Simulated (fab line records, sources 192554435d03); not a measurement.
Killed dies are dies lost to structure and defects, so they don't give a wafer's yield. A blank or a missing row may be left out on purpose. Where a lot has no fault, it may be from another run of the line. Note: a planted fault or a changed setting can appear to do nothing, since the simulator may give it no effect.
fab line records :: flow n5Finfet
record
  lots=7
  wafers=21
route steps=1938 shown PASSIVATION@1910
startH: start of the lot's first displayed wafer, in hours after the record's first day :: waitH: how many hours have passed since the lot's step before this one :: " unchanged from the row above :: L1.1+2: a single row standing in for several wafers :: - no value, or no start given :: * or withheld: withheld :: < > ~ a bound
route shown NAME@n: a module of which the file shows steps, and the number in the route of the first :: usual: mean/standard deviation of fault-free wafers :: same: alike in all rows :: chamber/n: place in a boat :: sites: each site's reading :: _std_site: their standard deviation :: _edge_site: outer sites' mean less inner sites' :: radiusMm: for every site, how far away it sits from the centre of the wafer :: mask NAME#n: copy n :: behind: the most recent tool/chamber to have shaped the wafer :: hold: the reason the lot was held/the length of the hold in hours/how it ended :: device: transistor that didn't switch, given as n, p or np :: end of line: tests of these same wafers at the route's end :: a step without rows: its recipe alone :: killed: not the wafer's yield, but the dies lost to structure and defects at the first sort :: map: the dies of a wafer, with x for killed, . for not killed, _ for no die there
set.NAME: the setting the step ran with; set.NAME@STEP: the setting that earlier step ran with :: model.NAME: the simulator's own value behind a step, which no gauge read
lots with deliberately changed settings; one table per step, one row per wafer
## steps
# step N5_PASSIVATION_ETCH_59
# recipe
  chemistry=Cl2/BCl3
  target=TaN
  targetDepthA=650
  timeS=34.9
  ionEnergyEv=100
  pressureMtorr=10
  icpW=900
  biasW=100
  Cl2_flow_sccm=60
  bcl3FlowSccm=30
lot.wafer: L083.1
tool: rieMetal-01
chamber: 0
startH: 375.86
waitH: 0.3
set.timeS: 32.79
model.etch.depthNm: 61.13

lot.wafer: L083.3
tool: rieMetal-01
chamber: 0
startH: 375.86
waitH: 0.3
set.timeS: 34.9
model.etch.depthNm: 65.16

lot.wafer: L083.6
tool: rieMetal-01
chamber: 1
startH: 375.86
waitH: 0.3
set.timeS: 34.9
model.etch.depthNm: 66.48

lot.wafer: L086.2
tool: rieMetal-03
chamber: 0
startH: 398.64
waitH: 0.3
set.timeS: 34.9
model.etch.depthNm: 65.97

lot.wafer: L086.4
tool: rieMetal-03
chamber: 0
startH: 398.64
waitH: 0.3
set.timeS: 34.9
model.etch.depthNm: 65.38

lot.wafer: L086.6
tool: rieMetal-03
chamber: 1
startH: 398.64
waitH: 0.3
set.timeS: 37.48
model.etch.depthNm: 71.55

lot.wafer: L085.1
tool: rieMetal-02
chamber: 0
startH: 402.40
waitH: 0.3
set.timeS: 34.9
model.etch.depthNm: 65.2

lot.wafer: L085.5
tool: rieMetal-02
chamber: 1
startH: 402.40
waitH: 0.3
set.timeS: 34.9
model.etch.depthNm: 66.68

lot.wafer: L085.6
tool: rieMetal-02
chamber: 0
startH: 402.40
waitH: 0.3
set.timeS: 34.9
model.etch.depthNm: 65.49

lot.wafer: L089.1
tool: rieMetal-02
chamber: 0
startH: 420.31
waitH: 0.3
set.timeS: 34.9
model.etch.depthNm: 65.88

lot.wafer: L089.3
tool: rieMetal-02
chamber: 1
startH: 420.31
waitH: 0.3
set.timeS: 34.9
model.etch.depthNm: 66.35

lot.wafer: L089.5
tool: rieMetal-02
chamber: 0
startH: 420.31
waitH: 0.3
set.timeS: 34.9
model.etch.depthNm: 65.51

lot.wafer: L093.1
tool: rieMetal-02
chamber: 1
startH: 430.75
waitH: 0.3
set.timeS: 34.9
model.etch.depthNm: 66.47

lot.wafer: L093.4
tool: rieMetal-02
chamber: 1
startH: 430.75
waitH: 0.3
set.timeS: 37.44
model.etch.depthNm: 70.92

lot.wafer: L093.6
tool: rieMetal-02
chamber: 1
startH: 430.75
waitH: 0.3
set.timeS: 34.9
model.etch.depthNm: 66.48

lot.wafer: L096.1
tool: rieMetal-01
chamber: 1
startH: 458.68
waitH: 0.3
set.timeS: 34.9
model.etch.depthNm: 66.71

lot.wafer: L096.3
tool: rieMetal-01
chamber: 1
startH: 458.68
waitH: 0.3
set.timeS: 28.19
model.etch.depthNm: 54.16

lot.wafer: L096.5
tool: rieMetal-01
chamber: 1
startH: 458.68
waitH: 0.3
set.timeS: 28.19
model.etch.depthNm: 53.32

lot.wafer: L079.1
tool: rieMetal-03
chamber: 0
startH: 461.82
waitH: 0.3
set.timeS: 34.9
model.etch.depthNm: 64.36

lot.wafer: L079.2
tool: rieMetal-03
chamber: 1
startH: 461.82
waitH: 0.3
set.timeS: 34.9
model.etch.depthNm: 64.44

lot.wafer: L079.3
tool: rieMetal-03
chamber: 1
startH: 461.82
waitH: 0.3
set.timeS: 34.9
model.etch.depthNm: 64.9
# step N5_PASSIVATION_STRIP_34
# recipe
  chemistry=O2
  powerW=600
  tempC=60
  pressureMtorr=30
  rfFrequencyHz=6e+07
  biasPowerW=0
  overashFraction=2
  o2FlowSccm=225
# step N5_PASSIVATION_STRIP_51
# recipe
  chemistry=postEtchResidueRemover
  timeS=1200
  tempC=72.5
# step N5_PASSIVATION_SRD_72
# recipe
  dry=ipaMarangoni
  timeS=30
  tempC=23
  rinseLiquid=diw
# step N5_PASSIVATION_ANNEAL_56
# recipe
  tempC=400
  timeS=1800
  ambient=FGA
  idleTempC=300
  rampUpCPerMin=5
  rampDownCPerMin=3
# step N5_PASSIVATION_PROBE_49
# usual
  killed_at_M0_to_M3=37/12
  killed_at_M4_up=15/5.6
  killedAtContacts=13/6.9
  killedAtFrontEnd=40/11
  killedAtOther=4/3.2
  killedDies=109/20
  killedOpen=73/15
  killedShort=35/8.3
# same
  grossDies=1180
  killedAtBackSide=0
lot.wafer: L083.1
tool: prober-01
chamber: -
startH: 380.74
waitH: 0.0
set.doseMj@PASSIVATION_EXPOSE_27: 34.39
killed_at_M0_to_M3: 34
killed_at_M4_up: 15
killedAtContacts: 4
killedAtFrontEnd: 65
killedAtOther: 0
killedDies: 118
killedOpen: 80
killedShort: 37

lot.wafer: L083.3
tool: prober-01
chamber: -
startH: 380.84
waitH: 0.1
set.doseMj@PASSIVATION_EXPOSE_27: 34.39
killed_at_M0_to_M3: 48
killed_at_M4_up: 14
killedAtContacts: 7
killedAtFrontEnd: 44
killedAtOther: 0
killedDies: 113
killedOpen: 82
killedShort: 30

lot.wafer: L083.6
tool: prober-01
chamber: -
startH: 380.99
waitH: 0.3
set.doseMj@PASSIVATION_EXPOSE_27: 32.3
killed_at_M0_to_M3: 1104
killed_at_M4_up: 19
killedAtContacts: 7
killedAtFrontEnd: 46
killedAtOther: 2
killedDies: 1178
killedOpen: 84
killedShort: 36

lot.wafer: L086.2
tool: prober-02
chamber: -
startH: 403.14
waitH: 0.1
set.doseMj@PASSIVATION_EXPOSE_27: 32.3
killed_at_M0_to_M3: 184
killed_at_M4_up: 10
killedAtContacts: 10
killedAtFrontEnd: 42
killedAtOther: 1
killedDies: 247
killedOpen: 46
killedShort: 33

lot.wafer: L086.4
tool: prober-02
chamber: -
startH: 403.24
waitH: 0.2
set.doseMj@PASSIVATION_EXPOSE_27: 34.04
killed_at_M0_to_M3: 14
killed_at_M4_up: 11
killedAtContacts: 9
killedAtFrontEnd: 39
killedAtOther: 1
killedDies: 74
killedOpen: 45
killedShort: 27

lot.wafer: L086.6
tool: prober-02
chamber: -
startH: 403.34
waitH: 0.3
set.doseMj@PASSIVATION_EXPOSE_27: 32.3
killed_at_M0_to_M3: 31
killed_at_M4_up: 20
killedAtContacts: 17
killedAtFrontEnd: 33
killedAtOther: 6
killedDies: 107
killedOpen: 79
killedShort: 27

lot.wafer: L085.1
tool: prober-02
chamber: -
startH: 406.93
waitH: 0.3
set.doseMj@PASSIVATION_EXPOSE_27: 30.25
killed_at_M0_to_M3: 43
killed_at_M4_up: 16
killedAtContacts: 13
killedAtFrontEnd: 31
killedAtOther: 4
killedDies: 107
killedOpen: 74
killedShort: 33

lot.wafer: L085.5
tool: prober-02
chamber: -
startH: 407.13
waitH: 0.5
set.doseMj@PASSIVATION_EXPOSE_27: 30.25
killed_at_M0_to_M3: 165
killed_at_M4_up: 18
killedAtContacts: 12
killedAtFrontEnd: 31
killedAtOther: 4
killedDies: 230
killedOpen: 66
killedShort: 30

lot.wafer: L085.6
tool: prober-02
chamber: -
startH: 407.18
waitH: 0.5
set.doseMj@PASSIVATION_EXPOSE_27: 32.3
killed_at_M0_to_M3: 40
killed_at_M4_up: 8
killedAtContacts: 12
killedAtFrontEnd: 65
killedAtOther: 7
killedDies: 132
killedOpen: 84
killedShort: 48

lot.wafer: L089.1
tool: prober-02
chamber: -
startH: 424.87
waitH: 0.0
set.doseMj@PASSIVATION_EXPOSE_27: 32.3
killed_at_M0_to_M3: 21
killed_at_M4_up: 13
killedAtContacts: 7
killedAtFrontEnd: 55
killedAtOther: 2
killedDies: 98
killedOpen: 68
killedShort: 29

lot.wafer: L089.3
tool: prober-02
chamber: -
startH: 424.97
waitH: 0.1
set.doseMj@PASSIVATION_EXPOSE_27: 32.3
killed_at_M0_to_M3: 32
killed_at_M4_up: 26
killedAtContacts: 11
killedAtFrontEnd: 34
killedAtOther: 5
killedDies: 108
killedOpen: 69
killedShort: 35

lot.wafer: L089.5
tool: prober-02
chamber: -
startH: 425.07
waitH: 0.2
set.doseMj@PASSIVATION_EXPOSE_27: 32.3
killed_at_M0_to_M3: 31
killed_at_M4_up: 19
killedAtContacts: 6
killedAtFrontEnd: 33
killedAtOther: 3
killedDies: 92
killedOpen: 59
killedShort: 32

lot.wafer: L093.1
tool: prober-02
chamber: -
startH: 435.21
waitH: 0.0
set.doseMj@PASSIVATION_EXPOSE_27: 32.3
killed_at_M0_to_M3: 18
killed_at_M4_up: 17
killedAtContacts: 18
killedAtFrontEnd: 30
killedAtOther: 3
killedDies: 86
killedOpen: 55
killedShort: 31

lot.wafer: L093.4
tool: prober-02
chamber: -
startH: 435.36
waitH: 0.2
set.doseMj@PASSIVATION_EXPOSE_27: 32.3
killed_at_M0_to_M3: 43
killed_at_M4_up: 31
killedAtContacts: 15
killedAtFrontEnd: 41
killedAtOther: 0
killedDies: 130
killedOpen: 89
killedShort: 40

lot.wafer: L093.6
tool: prober-02
chamber: -
startH: 435.46
waitH: 0.3
set.doseMj@PASSIVATION_EXPOSE_27: 32.3
killed_at_M0_to_M3: 127
killed_at_M4_up: 14
killedAtContacts: 9
killedAtFrontEnd: 42
killedAtOther: 0
killedDies: 192
killedOpen: 62
killedShort: 34

lot.wafer: L096.1
tool: prober-02
chamber: -
startH: 464.55
waitH: 0.0
set.doseMj@PASSIVATION_EXPOSE_27: 30.82
killed_at_M0_to_M3: 29
killed_at_M4_up: 18
killedAtContacts: 14
killedAtFrontEnd: 23
killedAtOther: 7
killedDies: 91
killedOpen: 50
killedShort: 34

lot.wafer: L096.3
tool: prober-02
chamber: -
startH: 464.65
waitH: 0.1
set.doseMj@PASSIVATION_EXPOSE_27: 32.3
killed_at_M0_to_M3: 28
killed_at_M4_up: 20
killedAtContacts: 8
killedAtFrontEnd: 33
killedAtOther: 5
killedDies: 94
killedOpen: 57
killedShort: 31

lot.wafer: L096.5
tool: prober-02
chamber: -
startH: 464.75
waitH: 0.2
set.doseMj@PASSIVATION_EXPOSE_27: 30.82
killed_at_M0_to_M3: 50
killed_at_M4_up: 14
killedAtContacts: 6
killedAtFrontEnd: 26
killedAtOther: 7
killedDies: 103
killedOpen: 72
killedShort: 28

lot.wafer: L079.1
tool: prober-01
chamber: -
startH: 466.97
waitH: 0.0
set.doseMj@PASSIVATION_EXPOSE_27: 31.01
killed_at_M0_to_M3: 39
killed_at_M4_up: 9
killedAtContacts: 7
killedAtFrontEnd: 24
killedAtOther: 1
killedDies: 80
killedOpen: 52
killedShort: 24

lot.wafer: L079.2
tool: prober-01
chamber: -
startH: 467.02
waitH: 0.1
set.doseMj@PASSIVATION_EXPOSE_27: 31.01
killed_at_M0_to_M3: 48
killed_at_M4_up: 17
killedAtContacts: 4
killedAtFrontEnd: 28
killedAtOther: 1
killedDies: 98
killedOpen: 60
killedShort: 35

lot.wafer: L079.3
tool: prober-01
chamber: -
startH: 467.07
waitH: 0.1
set.doseMj@PASSIVATION_EXPOSE_27: 32.3
killed_at_M0_to_M3: 39
killed_at_M4_up: 26
killedAtContacts: 6
killedAtFrontEnd: 25
killedAtOther: 1
killedDies: 97
killedOpen: 62
killedShort: 31
# killed by level:class
L083.1 BEOL_M3:geometricParticle:open=18 STI_FIN_REVEAL:geometricParticle:open=17 FIN_SAQP:geometricParticle:short=15 FIN_SAQP:geometricParticle:open=9 DUMMY_GATE:geometricParticle:open=7 STI_FIN_REVEAL:geometricParticle:short=7 BEOL_M4:geometricParticle:open=6 MOL_CONTACT_COAG:geometricParticle:open=4
L083.3 STI_FIN_REVEAL:geometricParticle:open=12 BEOL_M0_SAQP:geometricParticle:open=11 BEOL_M1:geometricParticle:open=8 MOL_CONTACT_COAG:geometricParticle:open=7 BEOL_M2:geometricParticle:open=6 BEOL_M3:geometricParticle:open=6 STARTING-WAFER:geometricParticle:open=6 FIN_SAQP:geometricParticle:open=5
L083.6 BEOL_M2:areaExpose=1057 BEOL_M2:geometricParticle:open=16 FIN_SAQP:geometricParticle:short=13 BEOL_M4:geometricParticle:open=13 FIN_SAQP:geometricParticle:open=12 BEOL_M0_SAQP:geometricParticle:open=9 STI_FIN_REVEAL:geometricParticle:open=6 MOL_CONTACT_COAG:geometricParticle:open=6
L086.2 BEOL_M2:areaExpose=167 STI_FIN_REVEAL:geometricParticle:open=14 MOL_CONTACT_COAG:geometricParticle:open=8 GATE_CUT:geometricParticle:short=6 BEOL_M2:geometricParticle:open=4 FIN_SAQP:geometricParticle:short=3 FIN_SAQP:geometricParticle:open=3 DUMMY_GATE:geometricParticle:open=3
L086.4 STI_FIN_REVEAL:geometricParticle:open=9 MOL_CONTACT_COAG:geometricParticle:open=8 ILD0:geometricParticle:open=7 DUMMY_GATE:geometricParticle:open=6 BEOL_M0_SAQP:geometricParticle:short=6 FIN_SAQP:geometricParticle:short=4 BEOL_M4:geometricParticle:open=3 ILD0:geometricParticle:short=3
L086.6 STI_FIN_REVEAL:geometricParticle:open=17 MOL_CONTACT_COAG:geometricParticle:open=15 BEOL_M2:geometricParticle:open=13 BEOL_M4:geometricParticle:open=11 BEOL_M0_SAQP:geometricParticle:open=6 STI_FIN_REVEAL:geometricParticle:short=5 BEOL_M0_SAQP:geometricParticle:short=5 FIN_SAQP:geometricParticle:open=3
L085.1 BEOL_M0_SAQP:geometricParticle:short=14 MOL_CONTACT_COAG:geometricParticle:open=10 STI_FIN_REVEAL:geometricParticle:open=9 BEOL_M3:geometricParticle:open=9 BEOL_M0_SAQP:geometricParticle:open=8 BEOL_M2:geometricParticle:open=8 BEOL_M5:geometricParticle:open=5 FIN_SAQP:geometricParticle:open=4
L085.5 BEOL_M2:areaExpose=133 STI_FIN_REVEAL:geometricParticle:open=10 MOL_CONTACT_COAG:geometricParticle:open=10 BEOL_M0_SAQP:geometricParticle:short=9 BEOL_M0_SAQP:geometricParticle:open=9 FIN_SAQP:geometricParticle:short=5 BEOL_M3:geometricParticle:open=5 BEOL_M3:geometricParticle:short=4
L085.6 STI_FIN_REVEAL:geometricParticle:open=22 FIN_SAQP:geometricParticle:short=13 BEOL_M0_SAQP:geometricParticle:short=12 FIN_SAQP:geometricParticle:open=10 BEOL_M0_SAQP:geometricParticle:open=9 MOL_CONTACT_COAG:geometricParticle:open=7 BEOL_M2:geometricParticle:open=6 MOL_CONTACT_COAG:geometricParticle:short=5
L089.1 STI_FIN_REVEAL:geometricParticle:open=24 MOL_CONTACT_COAG:geometricParticle:open=7 BEOL_M4:geometricParticle:open=7 GATE_CUT:geometricParticle:open=6 FIN_SAQP:geometricParticle:short=5 STI_FIN_REVEAL:geometricParticle:short=4 BEOL_M1:geometricParticle:short=4 BEOL_M0_SAQP:geometricParticle:short=4
L089.3 BEOL_M4:geometricParticle:open=13 MOL_CONTACT_COAG:geometricParticle:open=10 BEOL_M0_SAQP:geometricParticle:open=8 BEOL_M3:geometricParticle:open=7 BEOL_M4:geometricParticle:short=7 BEOL_M0_SAQP:geometricParticle:short=6 BEOL_M2:geometricParticle:open=6 FIN_SAQP:geometricParticle:short=5
L089.5 BEOL_M4:geometricParticle:open=11 FIN_SAQP:geometricParticle:open=7 BEOL_M0_SAQP:geometricParticle:short=7 BEOL_M0_SAQP:geometricParticle:open=7 BEOL_M3:geometricParticle:open=7 MOL_CONTACT_COAG:geometricParticle:open=5 FIN_SAQP:geometricParticle:short=3 SDB:geometricParticle:short=3
L093.1 MOL_CONTACT_COAG:geometricParticle:open=10 MOL_CONTACT_COAG:geometricParticle:short=8 BEOL_M4:geometricParticle:open=8 FIN_SAQP:geometricParticle:short=6 STI_FIN_REVEAL:geometricParticle:open=6 BEOL_M5:geometricParticle:open=6 FIN_SAQP:geometricParticle:open=5 BEOL_M2:geometricParticle:open=5
L093.4 FIN_SAQP:geometricParticle:short=11 MOL_CONTACT_COAG:geometricParticle:open=11 BEOL_M0_SAQP:geometricParticle:open=11 BEOL_M2:geometricParticle:open=7 BEOL_M0_SAQP:geometricParticle:short=7 BEOL_M1:geometricParticle:open=7 BEOL_M5:geometricParticle:open=7 BEOL_M7:geometricParticle:open=7
L093.6 BEOL_M2:areaExpose=96 DUMMY_GATE:geometricParticle:open=10 STI_FIN_REVEAL:geometricParticle:open=9 BEOL_M0_SAQP:geometricParticle:short=8 BEOL_M0_SAQP:geometricParticle:open=8 MOL_CONTACT_COAG:geometricParticle:open=7 BEOL_M2:geometricParticle:open=7 FIN_SAQP:geometricParticle:open=4
L096.1 MOL_CONTACT_COAG:geometricParticle:open=14 BEOL_M0_SAQP:geometricParticle:short=10 BEOL_M0_SAQP:geometricParticle:open=10 FIN_SAQP:geometricParticle:short=9 BEOL_M5:areaExpose=7 BEOL_M1:geometricParticle:open=5 BEOL_M4:geometricParticle:open=4 FIN_SAQP:geometricParticle:open=3
L096.3 FIN_SAQP:geometricParticle:open=7 MOL_CONTACT_COAG:geometricParticle:open=7 BEOL_M4:geometricParticle:open=6 FIN_SAQP:geometricParticle:short=5 BEOL_M1:geometricParticle:open=5 BEOL_M2:geometricParticle:open=5 STARTING-WAFER:geometricParticle:short=5 ILD0:geometricParticle:open=4
L096.5 BEOL_M1:geometricParticle:open=11 BEOL_M3:geometricParticle:open=11 FIN_SAQP:geometricParticle:short=7 ILD0:geometricParticle:open=7 BEOL_M0_SAQP:geometricParticle:open=7 BEOL_M2:geometricParticle:open=7 MOL_CONTACT_COAG:geometricParticle:open=6 BEOL_M0_SAQP:geometricParticle:short=5
L079.1 BEOL_M2:geometricParticle:open=15 BEOL_M0_SAQP:geometricParticle:open=8 MOL_CONTACT_COAG:geometricParticle:open=4 BEOL_M0_SAQP:geometricParticle:short=4 BEOL_M3:geometricParticle:open=4 STARTING-WAFER:geometricParticle:open=4 STARTING-WAFER:geometricParticle:short=4 BEOL_M0:geometricParticle:open=3
L079.2 BEOL_M0_SAQP:geometricParticle:short=9 BEOL_M3:geometricParticle:open=9 DUMMY_GATE:geometricParticle:open=8 BEOL_M2:geometricParticle:open=8 GATE_CUT:geometricParticle:short=7 BEOL_M0_SAQP:geometricParticle:open=6 BEOL_M1:geometricParticle:open=6 BEOL_M2:geometricParticle:short=5
L079.3 BEOL_M0_SAQP:geometricParticle:open=14 BEOL_M0_SAQP:geometricParticle:short=10 BEOL_M4:geometricParticle:open=8 GATE_CUT:geometricParticle:short=7 BEOL_M5:geometricParticle:open=7 DUMMY_GATE:geometricParticle:open=6 MOL_CONTACT_COAG:geometricParticle:open=5 BEOL_M2:geometricParticle:open=5
## key
split
  step=N5_PASSIVATION_ETCH_59
  setting=timeS
  stated=34.9
  by=wafer
response
  step=N5_PASSIVATION_ETCH_59
  reading=model.etch.depthNm
  change=+0.688
  per=1%
  r=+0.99
split outsideThisFile step=N5_PASSIVATION_EXPOSE_27 setting=doseMj
# split outsideThisFile: this setting was split too, and the file shows its column; the key of that split is in another file
